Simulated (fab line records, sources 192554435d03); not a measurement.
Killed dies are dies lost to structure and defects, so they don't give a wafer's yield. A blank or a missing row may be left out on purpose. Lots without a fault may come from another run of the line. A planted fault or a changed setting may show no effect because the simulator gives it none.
Which tool did it? | flow n5_finfet | 9 lots, 24 wafers sampled, at 6 steps of a route of 1938

WHAT THE GAUGES READ, wafer by wafer
N5_BEOL_M4_RC_MEAS_101. Usual: DIBL_N 35.3 mV/V, standard deviation 1.8; DIBL_P 35.2 mV/V, standard deviation 2.2; IOFF_N 0.144 nA/um, standard deviation 0.029; IOFF_P 0.19 nA/um, standard deviation 0.031; ION_N 670 uA/um, standard deviation 12; ION_P 460 uA/um, standard deviation 7.6; SS_N 71.2 mV/dec, standard deviation 0.62; SS_P 73.0 mV/dec, standard deviation 0.69; VT_N 251 mV, standard deviation 3.4; VT_P -251.4 mV, standard deviation 2.6.
lot  | measured     | on        | DIBL_N (mV/V)  | DIBL_P (mV/V)  | IOFF_N (nA/um)    | IOFF_P (nA/um) | ION_N (uA/um) | ION_P (uA/um) | SS_N (mV/dec)  | SS_P (mV/dec)  | VT_N (mV)   | VT_P (mV)            | flag
L656 | day 9 22:12  | prober-02 | 34.0 36.4 33.7 | 33.6 36.8 32.6 | 0.122 0.160 0.119 | 0.19 0.25 0.18 | 665 681 662   | 463 473 459   | 71.0 71.7 69.9 | 72.7 73.3 72.2 | 252 249 253 | -251.3 -247.2 -250.4 |
L659 | day 10 21:05 | prober-01 | 29.2 34.0      | 27.8 34.2      | 0.072 0.124       | 0.10 0.16      | 628 651       | 436 449       | 69.8 71.8      | 72.0 73.0      | 263 255     | -260.2 -253.9        |
L660 | day 10 21:42 | prober-02 | 33.4 33.2      | 32.8 33.2      | 0.116 0.124       | 0.16 0.18      | 660 668       | 461 460       | 70.9 70.3      | 72.2 72.4      | 254 249     | -254.0 -250.6        |
L661 | day 10 22:38 | prober-02 | 35.5 34.0      | 36.9 36.0      | 0.157 0.134       | 0.20 0.18      | 679 670       | 462 459       | 71.3 70.8      | 73.4 73.6      | 249 252     | -249.9 -251.4        |
L671 | day 13 18:06 | prober-01 | 36.0 35.0 32.7 | 34.9 34.2 31.9 | 0.143 0.130 0.108 | 0.19 0.18 0.16 | 659 673 665   | 456 465 468   | 71.5 70.1 70.4 | 72.6 72.3 72.3 | 254 251 252 | -249.3 -252.6 -250.9 |
L673 | day 13 21:32 | prober-02 | 34.2 32.6 33.4 | 33.7 31.2 32.4 | 0.142 0.108 0.120 | 0.19 0.16 0.18 | 685 667 684   | 470 460 474   | 70.9 71.0 70.9 | 72.5 72.6 72.9 | 250 253 254 | -249.0 -253.1 -249.8 |
L672 | day 14 03:51 | prober-01 | 35.2 36.2 37.1 | 35.2 36.5 38.4 | 0.151 0.167 0.194 | 0.20 0.22 0.26 | 655 669 677   | 453 463 463   | 72.2 72.6 71.3 | 73.2 73.1 73.8 | 251 248 246 | -252.5 -248.8 -247.0 |
L674 | day 14 06:23 | prober-02 | 38.2 36.5 33.5 | 38.3 36.2 32.3 | 0.193 0.149 0.112 | 0.24 0.22 0.16 | 678 677 671   | 463 461 467   | 72.3 71.6 71.1 | 73.8 72.4 71.8 | 246 252 251 | -248.2 -249.9 -253.5 |
L676 | day 15 05:55 | prober-01 | 35.6 40.4 37.9 | 34.8 40.9 37.7 | 0.137 0.234 0.171 | 0.18 0.28 0.23 | 667 680 670   | 456 461 460   | 71.4 73.2 72.4 | 73.4 74.8 74.4 | 254 244 247 | -254.8 -247.3 -250.3 |

N5_BEOL_M7_OVL_MEAS_12. Usual: M7_OVL 0.1 nm, standard deviation 0.78.
lot  | measured     | on         | M7_OVL (nm)    | flag
L656 | day 10 20:40 | overlay-02 | -0.7 -1.2 -0.7 |
L659 | day 12 00:01 | overlay-01 | 1.0 0.4        |
L660 | day 11 22:48 | overlay-02 | -0.2 0.2       |
L661 | day 11 22:23 | overlay-01 | 0.4 -0.8       |
L671 | day 14 21:25 | overlay-02 | 0.3 -0.7 -0.1  |
L673 | day 14 23:59 | overlay-02 | 0.9 -0.6 0.0   |
L672 | day 15 04:08 | overlay-01 | 0.3 0.4 0.2    |
L674 | day 15 04:13 | overlay-01 | 0.8 0.7 1.6    |
L676 | day 16 05:19 | overlay-02 | -0.6 -1.0 -1.1 |

N5_BEOL_M7_CD_MEAS_28: target cd 40 nm. Usual: cd_nm 40.00 nm, standard deviation 0.23.
lot  | measured     | on        | cd_nm (nm)        | flag
L656 | day 10 23:22 | cd_sem-02 | 40.10 39.93 40.29 |
L659 | day 12 01:59 | cd_sem-01 | 33.75 40.07       | OFF
L660 | day 12 01:53 | cd_sem-03 | 34.32 40.14       | OFF
L661 | day 12 01:56 | cd_sem-02 | 32.93 40.29       | OFF
L671 | day 14 22:50 | cd_sem-03 | 39.65 39.90 40.09 |
L673 | day 15 01:28 | cd_sem-01 | 39.94 39.70 40.41 |
L672 | day 15 10:01 | cd_sem-02 | 40.09 39.96 40.09 |
L674 | day 15 10:22 | cd_sem-01 | 39.95 40.16 40.09 |
L676 | day 16 06:57 | cd_sem-02 | 39.92 40.30 40.15 |

WHICH TOOL RAN EACH LOT (tool, then ch and the chambers of the sampled wafers, then the start)
lot  | N5_BEOL_M7_ETCH_62                 | N5_BEOL_M7_HM_OPEN_17             | N5_BEOL_M7_EXPOSE_25
L656 | rie_diel-02 ch 0,2,3, day 10 21:05 | rie_metal-03 ch 0,1, day 10 21:19 | euv_scanner-02 ch 0, day 10 23:15
L659 | rie_diel-01 ch 0,2, day 12 00:10   | rie_metal-03 ch 0,1, day 12 00:23 | euv_scanner-02 ch 0, day 12 01:51
L660 | rie_diel-02 ch 0,1, day 11 23:02   | rie_metal-02 ch 1, day 11 23:11   | euv_scanner-02 ch 0, day 12 01:46
L661 | rie_diel-02 ch 0,2, day 11 22:37   | rie_metal-01 ch 0, day 11 22:46   | euv_scanner-02 ch 0, day 12 01:49
L671 | rie_diel-02 ch 1,2,3, day 14 21:34 | rie_metal-01 ch 0,1, day 14 21:44 | euv_scanner-02 ch 0, day 14 22:42
L673 | rie_diel-01 ch 0,2,3, day 15 00:08 | rie_metal-03 ch 0,1, day 15 00:19 | euv_scanner-01 ch 0, day 15 01:20
L672 | rie_diel-06 ch 1,2,3, day 15 04:17 | rie_metal-01 ch 0,1, day 15 04:28 | euv_scanner-01 ch 0, day 15 09:53
L674 | rie_diel-02 ch 0,2, day 15 04:28   | rie_metal-01 ch 0,1, day 15 04:39 | euv_scanner-02 ch 0, day 15 10:13
L676 | rie_diel-06 ch 0,1,2, day 16 05:28 | rie_metal-02 ch 0,1, day 16 05:41 | euv_scanner-02 ch 0, day 16 06:50
- N5_BEOL_M7_ETCH_62: etches SOC in N2/H2, target depth 110 nm, overetch 22 nm, time 165 s.
- N5_BEOL_M7_HM_OPEN_17: chemistry Cl2/BCl3, target TiN, target depth 20 nm, overetch 6 nm.
- N5_BEOL_M7_EXPOSE_25: exposes mask V6, target cd 40 nm.

WHAT THE TOOLS THEMSELVES READ (means of the sampled wafers that have a number; where no wafer has one, the mark that the record gives instead)
N5_BEOL_M7_ETCH_62. Usual: chamber_pressure_mTorr 30.002 mTorr, standard deviation 0.03; drypump_motor_current_A 5.83 A, standard deviation 0.27; oes_product_au 0.65 a.u., standard deviation 0.077; rf_vpp_V 524.0 V, standard deviation 2.2; showerhead_plenum_p_Torr 2.55 Torr, standard deviation 0.081; temp_c 40.00 C, standard deviation 0.096; throttle_valve_pct 17.89 %, standard deviation 0.29.
lot  | tool        | chamber_pressure_mTorr (mTorr) | drypump_motor_current_A (A) | oes_product_au (a.u.) | rf_vpp_V (V) | showerhead_plenum_p_Torr (Torr) | temp_c (C) | throttle_valve_pct (%) | flag
L656 | rie_diel-02 | 29.985                         | 5.71                        | 0.59                  | 523.5        | 2.56                            | 39.97      | 18.10                  |
L659 | rie_diel-01 | 30.009                         | 5.66                        | 0.73                  | 524.2        | 2.51                            | 40.04      | 17.52                  |
L660 | rie_diel-02 | 30.028                         | 6.08                        | 0.60                  | 523.8        | 2.52                            | 40.09      | 17.91                  |
L661 | rie_diel-02 | 30.031                         | 5.65                        | 0.59                  | 523.2        | 2.53                            | 39.99      | 18.09                  |
L671 | rie_diel-02 | 30.011                         | 5.87                        | 0.66                  | 525.6        | 2.63                            | 39.97      | 17.98                  |
L673 | rie_diel-01 | 30.022                         | 5.61                        | 0.67                  | 523.0        | 2.50                            | 40.01      | 17.62                  |
L672 | rie_diel-06 | 29.965                         | 5.88                        | 0.70                  | 524.1        | 2.54                            | 39.95      | 17.95                  |
L674 | rie_diel-02 | 30.011                         | 5.71                        | 0.59                  | 522.2        | 2.48                            | 40.12      | 18.08                  |
L676 | rie_diel-06 | 30.013                         | 5.88                        | 0.69                  | 523.1        | 2.53                            | 39.97      | 17.84                  |

N5_BEOL_M7_HM_OPEN_17. Usual: bcl3_flow_sccm 21.74 sccm, standard deviation 0.063; chamber_pressure_mTorr 9.999 mTorr, standard deviation 0.0097; drypump_motor_current_A 5.9 A, standard deviation 0.32; oes_ar_750_au 0.83 a.u., standard deviation 0.083; oes_product_au 0.70 a.u., standard deviation 0.072; throttle_valve_pct 22.11 %, standard deviation 0.19.
lot  | tool         | bcl3_flow_sccm (sccm) | chamber_pressure_mTorr (mTorr) | drypump_motor_current_A (A) | oes_ar_750_au (a.u.) | oes_product_au (a.u.) | throttle_valve_pct (%) | flag
L656 | rie_metal-03 | 21.77                 | 9.996                          | 5.9                         | 0.94                 | 0.81                  | 22.08                  |
L659 | rie_metal-03 | 21.70                 | 9.987                          | 5.9                         | 0.90                 | 0.76                  | 22.04                  |
L660 | rie_metal-02 | 21.72                 | 10.001                         | 5.6                         | 0.69                 | 0.59                  | 22.12                  |
L661 | rie_metal-01 | 21.73                 | 10.011                         | 5.5                         | 0.79                 | 0.67                  | 22.46                  |
L671 | rie_metal-01 | 21.71                 | 10.009                         | 5.9                         | 0.77                 | 0.66                  | 22.38                  |
L673 | rie_metal-03 | 21.76                 | 9.993                          | 5.9                         | 0.87                 | 0.73                  | 21.99                  |
L672 | rie_metal-01 | 21.78                 | 10.001                         | 5.9                         | 0.77                 | 0.66                  | 22.39                  |
L674 | rie_metal-01 | 21.78                 | 10.005                         | 6.2                         | 0.77                 | 0.68                  | 22.26                  |
L676 | rie_metal-02 | 21.72                 | 9.997                          | 5.9                         | 0.74                 | 0.62                  | 22.03                  |

THE ANSWER, worked out from the rows above alone
Rule: a lot is off if the mean of its wafers that have a number lies more than 3 standard deviations from the usual mean. A lot without any number at a reading at which 4 lots or more have one is off too. The other lots that the step has rows for count as sound. The gauges are gone through in route order, then the tools' own readings, and for those a lot's mean is taken as printed above. The first step at which some lot is off is used, and at that step the reading that is off furthest; a lot without a number counts as furthest.
Off: L659, L660, L661, at N5_BEOL_M7_CD_MEAS_28 (cd_nm).
A tool fits if, at a process step before that reading, it ran every lot that is off, and no sound lot after the first of them. The gauges at N5_BEOL_M7_CD_MEAS_28 are tried like those tools. None of those tried fits.

WHAT THE SIMULATOR HAD PUT IN
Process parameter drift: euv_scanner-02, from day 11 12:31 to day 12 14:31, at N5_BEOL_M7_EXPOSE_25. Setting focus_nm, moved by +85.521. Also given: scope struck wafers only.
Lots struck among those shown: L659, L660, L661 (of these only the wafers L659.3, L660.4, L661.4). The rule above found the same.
